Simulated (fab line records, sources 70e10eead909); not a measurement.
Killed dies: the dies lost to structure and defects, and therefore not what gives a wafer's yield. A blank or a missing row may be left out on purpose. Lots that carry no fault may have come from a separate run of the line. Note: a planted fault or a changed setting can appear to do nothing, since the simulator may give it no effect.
fab line records | flow nandHarc
record lots=5 | wafers=15 | lastDay=33
route steps=1302 shown A_WL_FILL@971 A_CONTACT@983
lots with no fault: from the same line, run without faults
startH: start of the lot's first displayed wafer, in hours after the record's first day | waitH: how many hours have passed since the lot's step before this one | " the same as in the row above | L1.1+2: several wafers, shown together as one row | - value missing, or start not given | * or withheld: withheld | < > ~ a bound
route shown NAME@n: a module of which the file shows steps, and the number in the route of the first | usual: the fault-free wafers' mean and standard deviation | same: alike in all rows | chamber/n: place in a boat | sites: per-site readings | _std_site: their standard deviation | _edge_site: the outer-site mean with the inner-site mean subtracted | radiusMm: how far each site lies from the wafer's centre | mask NAME#n: copy n | behind: the tool/chamber that last shaped the wafer | hold: the reason the lot was held/the length of the hold in hours/how it ended | device: transistor that didn't switch, given as n, p or np | end of line: tests run on the same wafers once the route is complete | where a step has no rows: the recipe by itself | killed: dies lost to structure and defects at the first sort, not the wafer's yield | map: a wafer's dies, marking killed ones x, the rest . and places with no die _
set.NAME: the setting the step ran with; set.NAME@STEP: the setting that earlier step ran with | model.NAME: the simulator's own value behind a step, which no gauge read
certain route steps with their lots: each step a table, each wafer a row
services: the hour from which a tool's chamber was out of use, counted from the record's first day as startH (under 0 if before that day), plus the number of hours and why
## steps
# step NHARC_A_WL_FILL_CVD_23
# recipe targetThkA=400 | tempC=620 | pressureMtorr=200 | timeS=800 | material=poly-Si
# step NHARC_A_WL_FILL_ETCHBACK_26
# recipe targetDepthA=520 | timeS=13.3 | hbrFlowSccm=150 | rfW=350 | icpW=350 | biasW=60 | chemistry=HBr
# usual drypumpMotorCurrentA=5.9/0.32 | oesProductAu=0.998/0.013 | throttleValvePct=23.267/0.01
# same timeS=13.3
lot.wafer | tool     | chamber | startH | waitH | drypumpMotorCurrentA | oesProductAu | rfHoursCounterH | throttleValvePct
L116.3    | rieSi-01 | 3       | 508.82 | 0.4   | 6.2                  | 0.992        | 0.9             | 23.277
L116.4    | "        | 1       | "      | "     | 6.3                  | 0.973        | 0.7             | 23.275
L116.6    | "        | 3       | "      | "     | 6.2                  | 0.995        | -               | 23.262
L124.2    | rieSi-01 | 2       | 590.87 | 0.4   | 5.7                  | 0.993        | 0.2             | 23.256
L124.3    | "        | 0       | "      | "     | 6.2                  | 1.004        | 0.2             | 23.264
L124.1    | "        | 1       | "      | "     | 6.3                  | 0.972        | 0.2             | 23.271
L133.4    | rieSi-03 | 2       | 693.11 | 0.4   | 5.6                  | 0.999        | 0.8             | 23.252
L133.3    | "        | 3       | "      | "     | 5.7                  | 1.000        | 0.8             | 23.249
L133.1    | "        | 1       | "      | "     | 6.2                  | 1.005        | 0.7             | 23.268
L134.4    | rieSi-06 | 3       | 693.11 | 0.4   | 5.5                  | 1.017        | 0.4             | 23.253
L134.3    | "        | 1       | "      | "     | 6.2                  | 0.992        | 0.5             | 23.251
L134.5    | "        | 3       | "      | "     | 5.5                  | 1.036        | -               | 23.274
L136.2    | rieSi-01 | 1       | 713.13 | 0.4   | 6.3                  | 0.995        | 1.1             | 23.270
L136.5    | "        | 0       | "      | "     | 6.2                  | 1.007        | -               | 23.267
L136.6    | "        | 1       | "      | "     | 6.3                  | 0.984        | -               | 23.276
# step NHARC_A_WL_FILL_PRECLEAN_30
# recipe timeS=10 | chemistry=dHF
# step NHARC_A_WL_FILL_SRD_14
# step NHARC_A_WL_FILL_ALD_19
# recipe targetThkA=20 | pulseTimeS=3 | aldCycles=100 | tempC=450 | material=TiN
# usual heaterPowerW=1091/100 | precursorPulseHeightRel=1.000/0.02 | susceptorTempC=450.02/0.25
lot.wafer | tool        | chamber | startH | waitH | heaterPowerW | precursorPulseHeightRel | susceptorTempC
L116.4    | aldMetal-04 | 0       | 509.09 | 0.1   | 1036         | 0.966                   | 449.86
L116.3    | "           | 1       | "      | "     | 1002         | 0.988                   | 449.88
L116.6    | "           | 0       | "      | "     | 1030         | 1.003                   | 449.82
L124.3    | aldMetal-02 | 1       | 591.15 | 0.1   | 1180         | 1.009                   | -
L124.1    | "           | 2       | "      | "     | 1113         | 1.007                   | -
L124.2    | "           | 3       | "      | "     | 1024         | 0.996                   | -
L134.3    | aldMetal-04 | 2       | 693.38 | 0.1   | 945          | 1.009                   | 450.19
L134.4    | "           | 0       | "      | "     | 1074         | 0.996                   | 450.21
L134.5    | "           | 3       | "      | "     | 911          | 0.978                   | 450.11
L133.3    | aldMetal-03 | 2       | 693.40 | 0.1   | 1259         | 1.030                   | 449.86
L133.1    | "           | 0       | "      | "     | 1101         | 0.955                   | 449.73
L133.4    | "           | 0       | "      | "     | 1142         | 0.972                   | 450.00
L136.2    | aldMetal-04 | 3       | 713.41 | 0.1   | 911          | 1.005                   | 449.89
L136.6    | "           | 2       | "      | "     | 985          | 1.004                   | 449.91
L136.5    | "           | 3       | "      | "     | 937          | 1.022                   | 449.83
# step NHARC_A_WL_FILL_CVD_20
# recipe targetThkA=1000 | tempC=400 | pressureTorr=40 | wf6FlowSccm=40 | h2FlowSccm=1600 | arFlowSccm=1560 | timeS=74 | material=W
# usual heaterPowerW=799/74 | susceptorTempC=400.01/0.23 | throttleValvePct=7.98/0.21
# same timeS=74
lot.wafer | tool    | chamber | startH | waitH | heaterPowerW | susceptorTempC | throttleValvePct
L116.4    | cvdW-02 | 1       | -      | -     | 792          | -              | 8.02
L116.3    | "       | 0       | "      | "     | 833          | -              | 7.94
L116.6    | "       | 0       | "      | "     | 845          | -              | 8.16
L124.1    | cvdW-01 | 0       | -      | -     | 707          | 400.22         | 7.85
L124.2    | "       | 1       | "      | "     | 881          | 399.77         | 7.85
L124.3    | "       | 1       | "      | "     | 860          | 399.70         | 7.82
L134.3    | cvdW-01 | 0       | -      | -     | 705          | 400.04         | 7.71
L134.4    | "       | 1       | "      | "     | 874          | 400.20         | 7.84
L134.5    | "       | 0       | "      | "     | 716          | 400.00         | 7.94
L133.1    | cvdW-02 | 0       | -      | -     | 843          | -              | 8.41
L133.4    | "       | 1       | "      | "     | 789          | -              | 7.74
L133.3    | "       | 0       | "      | "     | 832          | -              | 8.24
L136.2    | cvdW-01 | 1       | -      | -     | 880          | -              | 7.99
L136.5    | "       | 1       | "      | "     | 865          | -              | 7.85
L136.6    | "       | 0       | "      | "     | 707          | -              | 8.04
# step NHARC_A_WL_FILL_CMP_12
# recipe tOverpolishS=30 | targetThkNm=100
# usual motorCurrentA=11.9/0.63 | overpolishRunS=30.000/0.0086 | timeToEndpointS=19.4/2.5
lot.wafer | tool   | chamber | startH | waitH | motorCurrentA | overpolishRunS | timeToEndpointS
L116.4    | cmp-01 | 2       | 509.47 | 0.1   | 11.3          | 30.008         | 20.5
L116.3    | "      | 3       | "      | "     | 13.1          | 29.992         | 21.3
L116.6    | "      | 2       | "      | "     | 10.5          | 30.001         | 20.8
L124.1    | cmp-02 | 3       | 591.52 | 0.2   | 11.7          | 30.009         | 22.4
L124.2    | "      | 0       | "      | "     | 12.0          | 30.003         | 20.4
L124.3    | "      | 1       | "      | "     | 12.0          | 30.005         | 18.6
L134.4    | cmp-03 | 0       | 693.76 | 0.1   | 12.3          | 30.001         | 16.7
L134.3    | "      | 3       | "      | "     | 11.0          | 29.994         | 21.0
L134.5    | "      | 0       | "      | "     | 12.0          | 29.999         | 16.3
L133.1    | cmp-01 | 3       | 693.80 | 0.1   | 12.8          | 30.003         | 17.6
L133.3    | "      | 1       | "      | "     | 11.2          | 30.004         | 20.4
L133.4    | "      | 2       | "      | "     | 10.7          | 30.004         | 21.0
L136.2    | cmp-02 | 0       | 713.77 | 0.2   | 12.6          | 30.008         | 17.6
L136.6    | "      | 0       | "      | "     | 12.6          | 30.006         | 18.2
L136.5    | "      | 1       | "      | "     | 12.2          | 29.994         | 15.4
# step NHARC_A_WL_FILL_SRD_31
# step NHARC_A_WL_FILL_INSPECT_15
# usual rawDefectCount=455/130
lot.wafer | tool             | chamber | startH | waitH | rawDefectCount
L116.3    | defectInspect-02 | -       | 509.95 | 0.0   | 407
L116.4    | "                | -       | "      | "     | 408
L116.6    | "                | -       | "      | "     | 513
L124.1    | defectInspect-02 | -       | 592.01 | 0.0   | 331
L124.2    | "                | -       | "      | "     | 416
L124.3    | "                | -       | "      | "     | 314
L134.3    | defectInspect-02 | -       | 694.23 | 0.0   | 307
L134.4    | "                | -       | "      | "     | 321
L134.5    | "                | -       | "      | "     | 347
L133.1    | defectInspect-02 | -       | 694.28 | 0.0   | 316
L133.3    | "                | -       | "      | "     | 328
L133.4    | "                | -       | "      | "     | 346
L136.2    | defectInspect-02 | -       | 714.25 | 0.0   | 387
L136.5    | "                | -       | "      | "     | 475
L136.6    | "                | -       | "      | "     | 417
# step NHARC_A_CONTACT_DEP_24
# recipe targetThkA=5000 | tempC=400 | pressureTorr=6.5 | rfW=900 | teosFlowSccm=161.4 | flowSccm=2650 | targetThkNm=500 | gas=O2 | material=SiO2
# usual heaterPowerW=571/74 | rfFwdPowerW=899.1/2.7 | showerheadVppV=1855/120 | susceptorTempC=400.00/0.22 | throttleValvePct=16.0/0.32
lot.wafer | tool     | chamber | startH | waitH | heaterPowerW | rfFwdPowerW | showerheadVppV | susceptorTempC | throttleValvePct
L116.3    | pecvd-02 | 1       | 510.02 | 0.1   | 567          | 902.1       | 1687           | 399.85         | 16.6
L116.4    | "        | 2       | "      | "     | 526          | 896.4       | 2028           | 399.87         | 16.1
L116.6    | "        | 0       | "      | "     | 570          | 897.9       | 2018           | 399.97         | 16.3
L124.1    | pecvd-04 | 0       | 592.39 | 0.4   | 434          | 1260.6      | 2330           | 400.03         | 16.0
L124.3    | "        | 1       | "      | "     | 635          | 899.9       | 1730           | 399.64         | 16.6
L124.2    | "        | 2       | "      | "     | 718          | 903.1       | 1774           | 400.10         | 16.0
L134.3    | pecvd-04 | 0       | 694.30 | 0.1   | 528          | 896.1       | 1948           | 399.75         | 16.1
L134.5    | "        | 1       | "      | "     | 670          | 897.3       | 1706           | 400.06         | 15.8
L134.4    | "        | 2       | "      | "     | 581          | 898.3       | 1780           | 399.87         | 15.3
L133.3    | pecvd-02 | 0       | 694.41 | 0.1   | 596          | 897.4       | 2026           | 399.96         | 16.2
L133.1    | "        | 1       | "      | "     | 514          | 895.4       | 1715           | 399.97         | 16.9
L133.4    | "        | 0       | "      | "     | 613          | 905.8       | 2041           | 400.02         | 16.1
L136.2    | pecvd-04 | 2       | 714.44 | 0.2   | 632          | 899.2       | 1771           | 400.81         | 15.6
L136.6    | "        | 1       | "      | "     | 626          | 900.3       | 1709           | 399.99         | 15.8
L136.5    | "        | 2       | "      | "     | 646          | 897.3       | 1756           | 400.23         | 15.4
## services
tool        | chamber | startH | hours | kind
aldMetal-04 | 3       | 488.13 | 5.1   | repair
cvdW-02     | -       | 497.45 | 1.5   | repair
cmp-02      | -       | 527.19 | 4.0   | pm
cmp-02      | -       | 537.52 | 3.7   | repair
cvdW-01     | -       | 547.00 | 13.0  | pm
rieSi-01    | -       | 547.00 | 9.0   | pm
cmp-02      | -       | 549.53 | 2.0   | repair
cmp-01      | -       | 556.14 | 4.3   | repair
pecvd-02    | -       | 557.37 | 0.8   | repair
pecvd-02    | -       | 559.03 | 27.6  | repair
cmp-02      | -       | 565.07 | 0.4   | repair
cmp-01      | -       | 577.50 | 4.0   | pm
cmp-02      | -       | 582.80 | 1.3   | repair
cvdW-02     | 1       | 584.94 | 2.1   | repair
pecvd-02    | -       | 589.63 | 13.0  | pm
cvdW-01     | -       | 594.81 | 0.6   | repair
rieSi-01    | 3       | 606.89 | 10.0  | repair
cmp-02      | -       | 625.19 | 4.0   | pm
pecvd-04    | -       | 631.04 | 13.0  | pm
cvdW-02     | -       | 635.86 | 13.0  | pm
rieSi-01    | 3       | 650.41 | 22.1  | repair
aldMetal-04 | -       | 652.00 | 10.0  | pm
cmp-01      | -       | 661.05 | 9.4   | repair
pecvd-04    | -       | 712.32 | 1.8   | repair
## key
firstSign step=NHARC_A_CONTACT_DEP_24 | reading=rfFwdPowerW | direction=up | sigmas=99+ | usual=* | struck=*
effect step=NHARC_A_CONTACT_DEP_24 | reading=showerheadVppV | direction=up | sigmas=3.9 | usual=1855 | struck=2330
metAt NHARC_A_CONTACT_DEP_24
struckWafers L124.1
testerLeftOut L124
fault kind=processParameterDrift | tool=pecvd-04 | chamber=0 | onsetH=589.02 | steps=NHARC_A_CONTACT_DEP_24 | channel=rfW | offset=* | shape=step | endH=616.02 | actsIn=* | stated=*
# testerLeftOut: of these lots the tester's yield and bins aren't shown, on N5 and GAA mostly nor the transistor test; their killed dies are dies lost to structure and defects alone, not to doping, threshold or leakage, so they don't give the yield
